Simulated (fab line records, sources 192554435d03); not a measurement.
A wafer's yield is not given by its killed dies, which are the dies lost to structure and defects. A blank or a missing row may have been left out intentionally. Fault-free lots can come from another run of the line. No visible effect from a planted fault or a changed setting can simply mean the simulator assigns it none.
A struck lot beside a sound one    flow n5_finfet    16 steps out of a route of 1938
Sound: the wafers L824.1, L824.5, L824.6. Struck: wafer L842.5. (L842.1, L842.2 of the same lot were not struck and are left out.) The cause comes at the end.
For every step that has rows: the tool of each side, followed by ch and its chambers, followed by its first start. Under that, the readings that differ: sound wafers    struck wafers    difference of the means    sigmas: that difference in standard deviations of wafers without a fault.
alike: readings with means less than 2 such deviations apart, plus words and numbers identical on both sides. not compared: withheld readings, readings lacking a value on some wafer, bounds such as >300 that could conceal the same value, and numbers that have no deviation in the record and whose values overlap.
Wherever a step has rows on one side only, a row that says differs or no value, or a row with sigmas, the two part there. Numbers that don't overlap but have no deviation are shown without sigmas and don't part them. A reading missing from all wafers of one side parts the sides only when that side holds two or more wafers.

first, 1 step without rows for these wafers: N5_STI_FIN_REVEAL_DENSIFY_02 (time 1800 s).
N5_STI_FIN_REVEAL_CMP_04: polishes, stops on Si3N4, t overpolish 4 s, target thk 131.83 nm.
  sound on cmp-04 ch 2,3, day 3 05:32; struck on cmp-02 ch 0, day 7 16:17
  alike: motor_current_A, overpolish_run_s, time_to_endpoint_s
N5_STI_FIN_REVEAL_THK_MEAS_05:
  struck on film_metro-02, day 7 16:31; sound on film_metro-02, day 3 05:50
  alike: thk_nm
N5_STI_FIN_REVEAL_DENSIFY_30:
  sound on rtp_anneal-02 ch 0, day 3 05:58; struck on rtp_anneal-02 ch 0, day 7 16:32
  alike: lamp_power_pct
  not compared: wafer_temp_C_max
N5_STI_FIN_REVEAL_ETCHBACK_08: etches SiO2 in C4F6/O2, target depth 30.5 nm, time 10.167 s.
  sound on rie_diel-03 ch 0,1, day 3 06:17; struck on rie_diel-04 ch 1, day 7 16:45
  alike: chamber_pressure_mTorr, drypump_motor_current_A, mfc_ar_sccm, oes_o_777_au, oes_product_au, rf_vpp_V, showerhead_plenum_p_Torr, throttle_valve_pct
  not compared: rf_hours_counter_h
then, 5 steps without rows for these wafers: N5_STI_FIN_REVEAL_STRIP_24 (strips in N2/H2, time 90 s); N5_STI_FIN_REVEAL_PRECLEAN_25 (cleans in SPM, time 90 s); N5_STI_FIN_REVEAL_PRECLEAN_26 (cleans in SC1, time 45 s); N5_STI_FIN_REVEAL_PRECLEAN_29 (cleans in DHF, time 30 s); N5_STI_FIN_REVEAL_SRD_12 (time 30 s).
N5_STI_FIN_REVEAL_RECESS_09: chemistry HF/NH3, target SiO2, afs cycles 11, target depth 42.5 nm, sublimation time 60 s.
  sound on vapor_etch-02 ch 0,1, day 3 06:32; struck on vapor_etch-02 ch 0, day 7 18:04
  alike: drypump_motor_current_A
then, 1 step without rows for these wafers: N5_STI_FIN_REVEAL_STRIP_16 (strips SiNx in H3PO4, target depth 23.8 nm).
N5_STI_FIN_REVEAL_PRECLEAN_17: cleans in NF3:NH3, afs cycles 1, time 20 s, sublimation time 60 s.
  sound on remote_plasma-01 ch 1, day 3 08:25; struck on remote_plasma-02 ch 0, day 7 18:53
reading     sound     struck  difference  sigmas
time_s (s)  20 20 20  21.641  +1.641      
N5_STI_FIN_REVEAL_ETCH_34: etches Si in H2, material Si, target depth 0.97 nm.
  sound on rie_si-02 ch 1,2, day 3 08:37; struck on rie_si-02 ch 2, day 7 19:06
  alike: chamber_pressure_mTorr, drypump_motor_current_A, oes_product_au, throttle_valve_pct
  not compared: rf_hours_counter_h
-- record jumps: 6 days separate the struck wafers' starts on either side; left off in module STI_FIN_REVEAL, taken up again in module BEOL_M4, whose first shown step is the route's number 1111 --
N5_BEOL_M4_RC_MEAS_101:
  sound on prober-02 ch 0, day 9 01:08; struck on prober-02 ch 0, day 13 12:20
  alike: DIBL_N, DIBL_P, IOFF_N, IOFF_P, ION_N, ION_P, SS_N, SS_P, VT_N, VT_P
then, 1 step without rows for these wafers: N5_PASSIVATION_PROBE_49.

WHERE THEY PART
Nowhere in this record.

WHY: whatever the simulator had introduced
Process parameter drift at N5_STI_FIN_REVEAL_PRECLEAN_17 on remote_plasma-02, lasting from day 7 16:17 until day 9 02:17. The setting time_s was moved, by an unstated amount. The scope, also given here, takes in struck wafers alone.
